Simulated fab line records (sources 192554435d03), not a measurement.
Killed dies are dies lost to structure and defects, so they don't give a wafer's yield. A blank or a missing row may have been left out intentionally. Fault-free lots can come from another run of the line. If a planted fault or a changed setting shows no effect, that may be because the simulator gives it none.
Which tool is to blame? :: flow n5Finfet :: 30 wafers from 10 lots sampled at 4 of the route's 1938 steps

## WHAT THE GAUGES READ, wafer by wafer
The record lacks any reading of a measuring or inspecting step that a usual standard deviation could be used to judge.

## WHAT TOOL EACH LOT RAN ON (gives the tool, then ch and the chambers of the sampled wafers, and finally the start)
lot: L201
N5_BEOL_M14_STRIP_37: rieDiel-04 ch 0,2,3, day 11 10:23
N5_BEOL_M14_DEGAS_41: pvdSputter-01, day 11 10:46
N5_BEOL_M15_ETCH_59: rieDiel-05 ch 0,1,2, day 11 12:56
N5_BEOL_M15_STRIP_63: rieDiel-05 ch 0,1,2, no start

lot: L200
N5_BEOL_M14_STRIP_37: rieDiel-04 ch 0,1,2, day 11 14:07
N5_BEOL_M14_DEGAS_41: pvdSputter-02, day 11 14:57
N5_BEOL_M15_ETCH_59: rieDiel-02 ch 0,1, day 11 17:15
N5_BEOL_M15_STRIP_63: rieDiel-02 ch 0,1, no start

lot: L202
N5_BEOL_M14_STRIP_37: rieDiel-01 ch 0,3, day 11 20:29
N5_BEOL_M14_DEGAS_41: pvdSputter-03, day 11 22:14
N5_BEOL_M15_ETCH_59: rieDiel-02 ch 0,2, day 12 00:18
N5_BEOL_M15_STRIP_63: rieDiel-02 ch 0,2, no start

lot: L206
N5_BEOL_M14_STRIP_37: rieDiel-03 ch 0,1,3, day 12 14:29
N5_BEOL_M14_DEGAS_41: pvdSputter-02, day 12 15:07
N5_BEOL_M15_ETCH_59: rieDiel-05 ch 1,3, day 12 17:24
N5_BEOL_M15_STRIP_63: rieDiel-05 ch 1,3, no start

lot: L205
N5_BEOL_M14_STRIP_37: rieDiel-04 ch 0,1,3, day 12 15:22
N5_BEOL_M14_DEGAS_41: pvdSputter-02, day 12 16:02
N5_BEOL_M15_ETCH_59: rieDiel-05 ch 1,2,3, day 12 18:50
N5_BEOL_M15_STRIP_63: rieDiel-05 ch 1,2,3, no start

lot: L207
N5_BEOL_M14_STRIP_37: rieDiel-03 ch 0,1, day 12 20:07
N5_BEOL_M14_DEGAS_41: pvdSputter-02, day 12 20:56
N5_BEOL_M15_ETCH_59: rieDiel-02 ch 0,3, day 12 22:58
N5_BEOL_M15_STRIP_63: rieDiel-02 ch 0,3, no start

lot: L209
N5_BEOL_M14_STRIP_37: rieDiel-01 ch 0,1, day 13 11:51
N5_BEOL_M14_DEGAS_41: pvdSputter-02, day 13 12:16
N5_BEOL_M15_ETCH_59: rieDiel-06 ch 0,3, day 13 14:25
N5_BEOL_M15_STRIP_63: rieDiel-06 ch 0,3, no start

lot: L216
N5_BEOL_M14_STRIP_37: rieDiel-04 ch 1,2,3, day 15 13:18
N5_BEOL_M14_DEGAS_41: pvdSputter-03, day 15 13:53
N5_BEOL_M15_ETCH_59: rieDiel-05 ch 0,1,2, day 15 15:55
N5_BEOL_M15_STRIP_63: rieDiel-05 ch 0,1,2, no start

lot: L217
N5_BEOL_M14_STRIP_37: rieDiel-04 ch 0,1,3, day 15 13:28
N5_BEOL_M14_DEGAS_41: pvdSputter-01, day 15 14:01
N5_BEOL_M15_ETCH_59: rieDiel-02 ch 0,1,3, day 15 16:19
N5_BEOL_M15_STRIP_63: rieDiel-02 ch 0,1,3, no start

lot: L218
N5_BEOL_M14_STRIP_37: rieDiel-04 ch 0,1, day 15 23:24
N5_BEOL_M14_DEGAS_41: pvdSputter-01, day 16 01:16
N5_BEOL_M15_ETCH_59: rieDiel-05 ch 0,2,3, day 16 03:18
N5_BEOL_M15_STRIP_63: rieDiel-05 ch 0,2,3, no start
- N5_BEOL_M14_STRIP_37: strips in O2.
- N5_BEOL_M14_DEGAS_41: time 60 s.
- N5_BEOL_M15_ETCH_59: etches BARC in N2/H2, target depth 89 nm, overetch 26.7 nm, time 67.9 s.
- N5_BEOL_M15_STRIP_63: strips in O2.

## WHAT THE TOOLS THEMSELVES READ (means of the sampled wafers that have a number; where no wafer has one, the mark that the record gives instead)
N5_BEOL_M14_STRIP_37.
lot: L201
tool: rieDiel-04
drypumpMotorCurrentA (A): 5.2
oesProductAu (a.u.): 0.80
rfVppV (V): 2.9
showerheadPlenumPTorr (Torr): 2.13
throttleValvePct (%): 16.54

lot: L200
tool: rieDiel-04
drypumpMotorCurrentA (A): 5.5
oesProductAu (a.u.): 0.85
rfVppV (V): 3.6
showerheadPlenumPTorr (Torr): 2.15
throttleValvePct (%): 16.48

lot: L202
tool: rieDiel-01
drypumpMotorCurrentA (A): 6.0
oesProductAu (a.u.): 0.72
rfVppV (V): 3.7
showerheadPlenumPTorr (Torr): 2.13
throttleValvePct (%): 16.63

lot: L206
tool: rieDiel-03
drypumpMotorCurrentA (A): 5.7
oesProductAu (a.u.): 0.72
rfVppV (V): 4.0
showerheadPlenumPTorr (Torr): 2.16
throttleValvePct (%): 16.85

lot: L205
tool: rieDiel-04
drypumpMotorCurrentA (A): 5.4
oesProductAu (a.u.): 0.80
rfVppV (V): 4.7
showerheadPlenumPTorr (Torr): 2.08
throttleValvePct (%): 16.66

lot: L207
tool: rieDiel-03
drypumpMotorCurrentA (A): 5.9
oesProductAu (a.u.): 0.73
rfVppV (V): 4.1
showerheadPlenumPTorr (Torr): 2.17
throttleValvePct (%): 16.86

lot: L209
tool: rieDiel-01
drypumpMotorCurrentA (A): 6.0
oesProductAu (a.u.): 0.71
rfVppV (V): 3.6
showerheadPlenumPTorr (Torr): 2.04
throttleValvePct (%): 16.77

lot: L216
tool: rieDiel-04
drypumpMotorCurrentA (A): 5.3
oesProductAu (a.u.): 0.76
rfVppV (V): 3.4
showerheadPlenumPTorr (Torr): 2.06
throttleValvePct (%): 16.56

lot: L217
tool: rieDiel-04
drypumpMotorCurrentA (A): 5.4
oesProductAu (a.u.): 0.78
rfVppV (V): 2.9
showerheadPlenumPTorr (Torr): 2.08
throttleValvePct (%): 16.72

lot: L218
tool: rieDiel-04
drypumpMotorCurrentA (A): 5.7
oesProductAu (a.u.): 0.84
rfVppV (V): 4.0
showerheadPlenumPTorr (Torr): 2.10
throttleValvePct (%): 16.65

N5_BEOL_M14_DEGAS_41.
lot: L201
tool: pvdSputter-01
heaterPowerW (W): 463

lot: L200
tool: pvdSputter-02
heaterPowerW (W): 457

lot: L202
tool: pvdSputter-03
heaterPowerW (W): 502

lot: L206
tool: pvdSputter-02
heaterPowerW (W): 421

lot: L205
tool: pvdSputter-02
heaterPowerW (W): 437

lot: L207
tool: pvdSputter-02
heaterPowerW (W): 397

lot: L209
tool: pvdSputter-02
heaterPowerW (W): 459

lot: L216
tool: pvdSputter-03
heaterPowerW (W): 471

lot: L217
tool: pvdSputter-01
heaterPowerW (W): 408

lot: L218
tool: pvdSputter-01
heaterPowerW (W): 439

N5_BEOL_M15_ETCH_59.
lot: L201
tool: rieDiel-05
drypumpMotorCurrentA (A): 5.7
oesProductAu (a.u.): 0.71
rfVppV (V): 526.6
runLengthS (s): 91.4
showerheadPlenumPTorr (Torr): 2.62
throttleValvePct (%): 17.92

lot: L200
tool: rieDiel-02
drypumpMotorCurrentA (A): 5.3
oesProductAu (a.u.): 0.63
rfVppV (V): 522.7
runLengthS (s): 91.4
showerheadPlenumPTorr (Torr): 2.47
throttleValvePct (%): 17.67

lot: L202
tool: rieDiel-02
drypumpMotorCurrentA (A): 5.6
oesProductAu (a.u.): 0.61
rfVppV (V): 523.5
runLengthS (s): 91.3
showerheadPlenumPTorr (Torr): 2.50
throttleValvePct (%): 17.92

lot: L206
tool: rieDiel-05
drypumpMotorCurrentA (A): 5.4
oesProductAu (a.u.): 0.72
rfVppV (V): 525.0
runLengthS (s): 91.4
showerheadPlenumPTorr (Torr): 2.60
throttleValvePct (%): 18.07

lot: L205
tool: rieDiel-05
drypumpMotorCurrentA (A): 5.4
oesProductAu (a.u.): 0.71
rfVppV (V): 525.8
runLengthS (s): 91.3
showerheadPlenumPTorr (Torr): 2.63
throttleValvePct (%): 18.01

lot: L207
tool: rieDiel-02
drypumpMotorCurrentA (A): 5.2
oesProductAu (a.u.): 0.62
rfVppV (V): 524.4
runLengthS (s): 91.3
showerheadPlenumPTorr (Torr): 2.55
throttleValvePct (%): 17.89

lot: L209
tool: rieDiel-06
drypumpMotorCurrentA (A): 5.8
oesProductAu (a.u.): 0.67
rfVppV (V): 521.0
runLengthS (s): 91.1
showerheadPlenumPTorr (Torr): 2.41
throttleValvePct (%): 17.56

lot: L216
tool: rieDiel-05
drypumpMotorCurrentA (A): 5.6
oesProductAu (a.u.): 0.70
rfVppV (V): 525.1
runLengthS (s): 89.1
showerheadPlenumPTorr (Torr): 2.61
throttleValvePct (%): 17.98

lot: L217
tool: rieDiel-02
drypumpMotorCurrentA (A): 5.5
oesProductAu (a.u.): 0.61
rfVppV (V): 523.3
runLengthS (s): 91.7
showerheadPlenumPTorr (Torr): 2.51
throttleValvePct (%): 17.86

lot: L218
tool: rieDiel-05
drypumpMotorCurrentA (A): 5.5
oesProductAu (a.u.): 0.69
rfVppV (V): 525.1
runLengthS (s): 89.6
showerheadPlenumPTorr (Torr): 2.61
throttleValvePct (%): 17.93

N5_BEOL_M15_STRIP_63.
lot: L201
tool: rieDiel-05
drypumpMotorCurrentA (A): 5.7
oesProductAu (a.u.): 0.82
rfVppV (V): 4.2
showerheadPlenumPTorr (Torr): 2.15
throttleValvePct (%): 16.61

lot: L200
tool: rieDiel-02
drypumpMotorCurrentA (A): 5.4
oesProductAu (a.u.): 0.74
rfVppV (V): 3.1
showerheadPlenumPTorr (Torr): 2.06
throttleValvePct (%): 16.63

lot: L202
tool: rieDiel-02
drypumpMotorCurrentA (A): 5.6
oesProductAu (a.u.): 0.71
rfVppV (V): 3.3
showerheadPlenumPTorr (Torr): 2.06
throttleValvePct (%): 16.79

lot: L206
tool: rieDiel-05
drypumpMotorCurrentA (A): 5.4
oesProductAu (a.u.): 0.81
rfVppV (V): 3.3
showerheadPlenumPTorr (Torr): 2.13
throttleValvePct (%): 16.67

lot: L205
tool: rieDiel-05
drypumpMotorCurrentA (A): 5.4
oesProductAu (a.u.): 0.82
rfVppV (V): 3.8
showerheadPlenumPTorr (Torr): 2.16
throttleValvePct (%): 16.65

lot: L207
tool: rieDiel-02
drypumpMotorCurrentA (A): 5.2
oesProductAu (a.u.): 0.72
rfVppV (V): 4.1
showerheadPlenumPTorr (Torr): 2.11
throttleValvePct (%): 16.75

lot: L209
tool: rieDiel-06
drypumpMotorCurrentA (A): 5.8
oesProductAu (a.u.): 0.80
rfVppV (V): 3.5
showerheadPlenumPTorr (Torr): 1.98
throttleValvePct (%): 16.39

lot: L216
tool: rieDiel-05
drypumpMotorCurrentA (A): 5.6
oesProductAu (a.u.): 0.79
rfVppV (V): 4.0
showerheadPlenumPTorr (Torr): 2.14
throttleValvePct (%): 16.67

lot: L217
tool: rieDiel-02
drypumpMotorCurrentA (A): 5.5
oesProductAu (a.u.): 0.72
rfVppV (V): 3.5
showerheadPlenumPTorr (Torr): 2.07
throttleValvePct (%): 16.65

lot: L218
tool: rieDiel-05
drypumpMotorCurrentA (A): 5.4
oesProductAu (a.u.): 0.76
rfVppV (V): 3.3
showerheadPlenumPTorr (Torr): 2.14
throttleValvePct (%): 16.65

## THE ANSWER, worked out from the rows above alone
Rule: the usual values come from the lots themselves. The widest of any qualifying gaps counts: lots, ordered by their means at a reading, are off when they make up no more than a third of the lots, leave a main group of 4 or more, and stand apart from it by 3 or more times the standard deviation of that group's means. A main group whose means are all the same, to the digits that the tables above print for the reading, isn't used. A lot without any number at a reading at which 4 lots or more have one is off too. Where the step has rows for the other lots, those lots are counted as sound. Order of review: gauges by route order, followed by the tools' own readings, for which a lot's mean as printed above is used. At the first step where some lot is off, the reading lying furthest off is the one used; lots without a number count as furthest.
Off, at N5_BEOL_M15_ETCH_59 on runLengthS: L216, L218. Mean 91.4 s and standard deviation 0.16 in the main group.
If a tool, at that step or one of the process steps before it, ran each lot that is off and ran no sound lot following the first of them, it fits. One candidate fits, namely rieDiel-05 at N5_BEOL_M15_ETCH_59. Its last sound lot is L205 (day 12 18:50), its first lot that is off L216 (day 15 15:55): a fault that began between those two fits.
The tool's own readings at N5_BEOL_M15_ETCH_59 bear it out: on the lots that are off they differ by more than 5 times the standard deviation of the sound lots' means. runLengthS reads 89.3 s there against 91.4 s on the sound lots.

## WHAT THE SIMULATOR HAD INSERTED
rieDiel-05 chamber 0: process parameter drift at N5_BEOL_M15_ETCH_59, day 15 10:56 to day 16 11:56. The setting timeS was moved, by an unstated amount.
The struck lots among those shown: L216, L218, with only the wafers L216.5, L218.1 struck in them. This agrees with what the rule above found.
